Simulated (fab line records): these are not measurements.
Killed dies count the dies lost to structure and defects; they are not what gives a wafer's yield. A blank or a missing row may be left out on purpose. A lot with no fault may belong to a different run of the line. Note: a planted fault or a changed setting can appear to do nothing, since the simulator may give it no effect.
Which tool is to blame? | flow nandHarc | 12 lots, 36 wafers sampled, at 5 steps of a route of 1159

WHAT EACH GAUGE READ, for each wafer
NHARC_THIN_TSV_CD_MEAS_16. Usual: 1000.7 nm for cdNm, sd 2.
lot  | measured     | on       | cdNm (nm)            | flag
L621 | day 24 05:53 | cdSem-02 | 999.0 1000.4 1002.0  | 
L623 | day 24 09:57 | cdSem-02 | 998.4 1001.8 1000.3  | 
L629 | day 24 13:20 | cdSem-02 | 1004.7 1002.5 1001.8 | 
L628 | day 25 01:55 | cdSem-03 | 1000.3 1000.2 996.8  | 
L631 | day 25 00:43 | cdSem-02 | 997.3 999.4 1000.0   | 
L634 | day 25 04:52 | cdSem-01 | 1000.6 998.5 1002.7  | 
L632 | day 26 06:43 | cdSem-02 | 1000.1 1000.9 997.4  | 
L638 | day 26 10:20 | cdSem-03 | 998.7 1001.9 999.4   | 
L642 | day 26 11:35 | cdSem-03 | 998.0 1000.5 1001.3  | 
L641 | day 26 13:20 | cdSem-03 | 1001.1 1000.4 998.9  | 
L633 | day 27 03:04 | cdSem-03 | 1001.1 1000.2 999.1  | 
L644 | day 27 13:28 | cdSem-02 | 1001.0 1001.1 1002.6 | 

NHARC_END_SORT_01. Usual: defectLimitedYield 95.1 %, standard deviation 1.7; killedAtArray 29, standard deviation 11; killedAtOther 0.5, standard deviation 0.85; killedAtPeriphery 3.0, standard deviation 2.3; killedDies 33, standard deviation 12; killedOpen 3.3, standard deviation 1.9; killedShort 2.0, standard deviation 1.5; sort_bin_2_pct 1.5 %, standard deviation 0.66; sort_bin_3_pct 0.25 %, standard deviation 0.21; sort_bin_4_pct 3.1 %, standard deviation 1.2; sortNPass 644, standard deviation 12; sortRimYieldPct 96.7 %, standard deviation 2; sortYieldPct 95.1 %, standard deviation 1.7.
lot  | measured     | on        | defectLimitedYield (%) | killedAtArray | killedAtOther | killedAtPeriphery | killedDies | killedOpen | killedShort | sort_bin_2_pct (%) | sort_bin_3_pct (%) | sort_bin_4_pct (%) | sortNPass   | sortRimYieldPct (%) | sortYieldPct (%) | flag
L631 | day 26 08:21 | prober-02 | 95.6 93.8 94.7         | 25 40 30      | 3 1 2         | 2 1 4             | 30 42 36   | 3 6 3      | 1 4 3       | 1.0 1.9 1.6        | 0 0.44 0.44        | 3.4 3.8 3.2        | 647 635 641 | 99.1 97.2 97.2      | 95.6 93.8 94.7   | 
L633 | day 28 06:14 | prober-02 | 93.2 92.6 92.5         | 42 47 49      | 0 0 0         | 4 3 2             | 46 50 51   | 7 10 2     | 4 0 1       | 3.4 2.1 2.2        | 0.15 0 0.30        | 3.2 5.3 5.0        | 631 627 626 | 94.3 95.3 98.1      | 93.2 92.6 92.5   | 

TOOL THAT RAN EACH LOT (tool first, then ch and the chambers of the sampled wafers, then the start)
lot  | NHARC_HYBRID_BOND_ACTIVATE_00     | NHARC_THIN_TSV_DEP_43           | NHARC_THIN_TSV_ETCH_44
L621 | rieDiel-01 ch 2,3, day 23 19:32   | pecvd-03 ch 1,2, day 24 04:08   | rieDiel-03 ch 0,3, day 24 05:14
L623 | rieDiel-01 ch 0,3, day 23 20:02   | pecvd-03 ch 0,1, day 24 08:08   | rieDiel-03 ch 0,1, day 24 09:14
L629 | rieDiel-01 ch 0,3, day 23 21:49   | pecvd-01 ch 1,2, day 24 11:40   | rieDiel-08 ch 0,1,3, day 24 12:41
L628 | rieDiel-11 ch 0,1, day 24 09:02   | pecvd-04 ch 0,1, day 25 00:07   | rieDiel-12 ch 0,2, day 25 01:15
L631 | rieDiel-11 ch 1,2, day 24 09:31   | pecvd-03 ch 0,1, day 24 22:59   | rieDiel-12 ch 0,2,3, day 25 00:07
L634 | rieDiel-11 ch 0,2, day 24 15:20   | pecvd-01 ch 0,1,2, day 25 03:07 | rieDiel-12 ch 1,2, day 25 04:09
L632 | rieDiel-11 ch 0,2,3, day 25 15:05 | pecvd-04 ch 0,1,2, day 26 04:54 | rieDiel-12 ch 0,1,2, day 26 06:03
L638 | rieDiel-01 ch 1,2,3, day 25 18:48 | pecvd-03 ch 0,1,2, day 26 08:39 | rieDiel-12 ch 0,3, day 26 09:37
L642 | rieDiel-01 ch 0,1, day 25 22:02   | pecvd-04 ch 0,2, day 26 09:47   | rieDiel-12 ch 0,2, day 26 10:55
L641 | rieDiel-01 ch 1,2, day 25 23:28   | pecvd-04 ch 0,1,2, day 26 11:14 | rieDiel-03 ch 1,2, day 26 12:37
L633 | rieDiel-01 ch 1,2,3, day 26 13:40 | pecvd-04 ch 1,2, day 27 01:19   | rieDiel-03 ch 0,1,3, day 27 02:28
L644 | rieDiel-01 ch 1,2, day 27 00:01   | pecvd-01 ch 0,1, day 27 11:44   | rieDiel-03 ch 0,2,3, day 27 12:49
- NHARC_HYBRID_BOND_ACTIVATE_00: chemistry N2, time 60 s.
- NHARC_THIN_TSV_DEP_43: deposits SiO2, target thk 1328.5 nm.
- NHARC_THIN_TSV_ETCH_44: etches the open film in CF4/O2, target depth 1594.2 nm, time 797.1 s.

WHAT THE TOOLS THEMSELVES READ (means of the sampled wafers that have a number; where no wafer has one, the mark that the record gives instead)
NHARC_HYBRID_BOND_ACTIVATE_00. Usual: drypumpMotorCurrentA 5.93 A, standard deviation 0.29; oesProductAu 1.002 a.u., standard deviation 0.01; rfVppV 64.2 V, standard deviation 0.94; showerheadPlenumPTorr 1.79 Torr, standard deviation 0.072.
lot  | tool       | drypumpMotorCurrentA (A) | oesProductAu (a.u.) | rfVppV (V) | showerheadPlenumPTorr (Torr) | flag
L621 | rieDiel-01 | 5.90                     | 1.008               | 64.6       | 1.83                         | 
L623 | rieDiel-01 | 5.82                     | 1.010               | 64.4       | 1.76                         | 
L629 | rieDiel-01 | 5.89                     | 1.008               | 64.3       | 1.78                         | 
L628 | rieDiel-11 | 5.89                     | 1.006               | 64.5       | 1.83                         | 
L631 | rieDiel-11 | 5.87                     | 0.994               | 64.1       | 1.88                         | 
L634 | rieDiel-11 | 6.00                     | 1.004               | 65.0       | 1.89                         | 
L632 | rieDiel-11 | 5.74                     | 1.001               | 63.7       | 1.85                         | 
L638 | rieDiel-01 | 6.04                     | 1.002               | 64.1       | 1.77                         | 
L642 | rieDiel-01 | 6.14                     | 1.007               | 64.4       | 1.76                         | 
L641 | rieDiel-01 | 6.13                     | 1.009               | 64.7       | 1.81                         | 
L633 | rieDiel-01 | 6.06                     | 1.001               | 65.4       | 1.77                         | 
L644 | rieDiel-01 | 6.29                     | 1.005               | 65.0       | 1.75                         | 

NHARC_THIN_TSV_DEP_43. Usual: chamberPressureTorr 6.499 Torr, standard deviation 0.015; throttleValvePct 15.7 %, standard deviation 0.57.
lot  | tool     | chamberPressureTorr (Torr) | throttleValvePct (%) | flag
L621 | pecvd-03 | 6.505                      | 15.0                 | 
L623 | pecvd-03 | 6.493                      | 14.9                 | 
L629 | pecvd-01 | 6.489                      | 16.1                 | 
L628 | pecvd-04 | 6.514                      | 15.7                 | 
L631 | pecvd-03 | 6.488                      | 15.1                 | 
L634 | pecvd-01 | 6.494                      | 16.4                 | 
L632 | pecvd-04 | 6.508                      | 15.8                 | 
L638 | pecvd-03 | 6.507                      | 15.2                 | 
L642 | pecvd-04 | 6.511                      | 16.2                 | 
L641 | pecvd-04 | 6.509                      | 15.8                 | 
L633 | pecvd-04 | 6.489                      | 16.0                 | 
L644 | pecvd-01 | 6.501                      | 16.2                 | 

NHARC_THIN_TSV_ETCH_44. Usual: drypumpMotorCurrentA 5.7 A, standard deviation 0.55; oesProductAu 1.003 a.u., standard deviation 0.0081; rfVppV 795 V, standard deviation 4.7; showerheadPlenumPTorr 1.84 Torr, standard deviation 0.075; throttleValvePct 16.915 %, standard deviation 0.0085.
lot  | tool       | drypumpMotorCurrentA (A) | oesProductAu (a.u.) | rfVppV (V) | showerheadPlenumPTorr (Torr) | throttleValvePct (%) | flag
L621 | rieDiel-03 | 4.8                      | 0.995               | 796        | 1.87                         | 16.919               | 
L623 | rieDiel-03 | 5.2                      | 1.009               | 797        | 1.87                         | 16.918               | 
L629 | rieDiel-08 | 5.5                      | 1.000               | 796        | 1.86                         | 16.915               | 
L628 | rieDiel-12 | 5.4                      | 1.004               | 791        | 1.77                         | 16.922               | 
L631 | rieDiel-12 | 5.5                      | 1.005               | 794        | 1.83                         | 16.915               | 
L634 | rieDiel-12 | 5.7                      | 1.004               | 793        | 1.80                         | 16.915               | 
L632 | rieDiel-12 | 5.7                      | 0.998               | 792        | 1.80                         | 16.913               | 
L638 | rieDiel-12 | 5.7                      | 1.119               | 798        | 1.89                         | 16.912               | OFF
L642 | rieDiel-12 | 5.4                      | 1.224               | 791        | 1.77                         | 16.918               | OFF
L641 | rieDiel-03 | 6.6                      | 1.000               | 797        | 1.87                         | 16.915               | 
L633 | rieDiel-03 | 5.3                      | 1.005               | 793        | 1.81                         | 16.921               | 
L644 | rieDiel-03 | 5.5                      | 0.998               | 797        | 1.86                         | 16.906               | 

THE ANSWER, worked out from the rows above alone
Rule: a lot is off if the mean of its wafers that have a number lies more than 3 standard deviations from the usual mean. Also off: a lot with no number at a reading for which 4 or more lots have one. Any other lot the step has rows for is counted as sound. The gauges are gone through in route order, then the tools' own readings, and for those a lot's mean is taken as printed above. The first step at which some lot is off is used, and at that step the reading that is off furthest; a lot without a number counts as furthest.
Off: L638, L642 (NHARC_THIN_TSV_ETCH_44, oesProductAu).
A tool fits if, at that step or a process step before it, it ran every lot that is off, and no sound lot after the first of them. One candidate fits, namely rieDiel-12 at NHARC_THIN_TSV_ETCH_44. A fault onset in the window from L632 (day 26 06:03, its last sound lot) to L638 (day 26 09:37, its first lot off) fits.
The tool's own readings at NHARC_THIN_TSV_ETCH_44 bear it out: on the lots that are off they differ by more than 5 times the standard deviation of the sound lots' means. oesProductAu reads 1.171 a.u. there against 1.002 a.u. on the sound lots.

WHAT THE SIMULATOR HAD INSERTED
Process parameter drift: rieDiel-12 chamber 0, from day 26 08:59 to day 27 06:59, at NHARC_THIN_TSV_ETCH_44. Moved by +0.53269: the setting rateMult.
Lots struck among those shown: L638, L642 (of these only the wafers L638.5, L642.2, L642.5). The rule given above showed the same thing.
